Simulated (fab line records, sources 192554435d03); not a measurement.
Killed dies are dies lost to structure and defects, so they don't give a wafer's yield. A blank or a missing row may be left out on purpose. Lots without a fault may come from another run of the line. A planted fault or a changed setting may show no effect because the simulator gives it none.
Chamber matching | flow n5_finfet | N5_BEOL_M7_CMP_52 on cmp-01: 4 sister chambers
The step polishes, stops on SiCOH lowk, t overpolish 6.9 s, target thk 80 nm. 7 wafers are shown with their chamber, then 9 later ones without.

WAFERS WITH THEIR CHAMBER
wafer  | chamber | motor_current_A (A) | time_to_endpoint_s (s)
L076.2 | 3       | 6.0                 | 60.3
L091.4 | 2       | 5.1                 | 62.1
L091.5 | 1       | 5.9                 | 63.8
L091.6 | 0       | 6.5                 | 63.1
L092.1 | 2       | 5.4                 | 63.8
L092.4 | 1       | 5.7                 | 68.6
L092.6 | 0       | 6.3                 | 66.6

WAFERS WITHOUT THEIR CHAMBER
wafer  | motor_current_A (A) | time_to_endpoint_s (s)
L095.1 | 5.8                 | 63.5
L095.3 | 5.5                 | 61.6
L095.4 | 6.6                 | 62.7
L096.2 | 5.2                 | 58.0
L096.3 | 6.1                 | 61.2
L096.6 | 6.2                 | 62.5
L097.1 | 5.8                 | 64.9
L097.4 | 6.4                 | 64.5
L097.5 | 5.9                 | 68.7

WHICH CHAMBER EACH WENT THROUGH
wafer  | from the rows above          | in truth
L095.1 | can't be placed: 1 or 3      | 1
L095.3 | can't be placed: 2 or 1 or 3 | 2
L095.4 | 0                            | 0
L096.2 | 2                            | 2
L096.3 | can't be placed: 3 or 0 or 1 | 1
L096.6 | can't be placed: 3 or 0 or 1 | 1
L097.1 | can't be placed: 1 or 3      | 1
L097.4 | 0                            | 0
L097.5 | 1                            | 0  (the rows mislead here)
Placed correctly: 3 of 9. Can't be placed from these rows: 5 (the true chamber is among the candidates in 5). Placed wrongly: 1.
How it was worked out, from the rows above alone: a wafer's distance from a chamber is the root of the sum, over the readings, of the square of ((its reading less the chamber's mean) divided by the reading's scatter). The wafer belongs to the nearest chamber; if the next one is less than 2 further off, it can't be placed. A chamber's mean is the mean of its shown wafers. The scatter: the root of (the sum of the squares of (reading less its chamber's mean) over the shown wafers, divided by (wafers less chambers)).
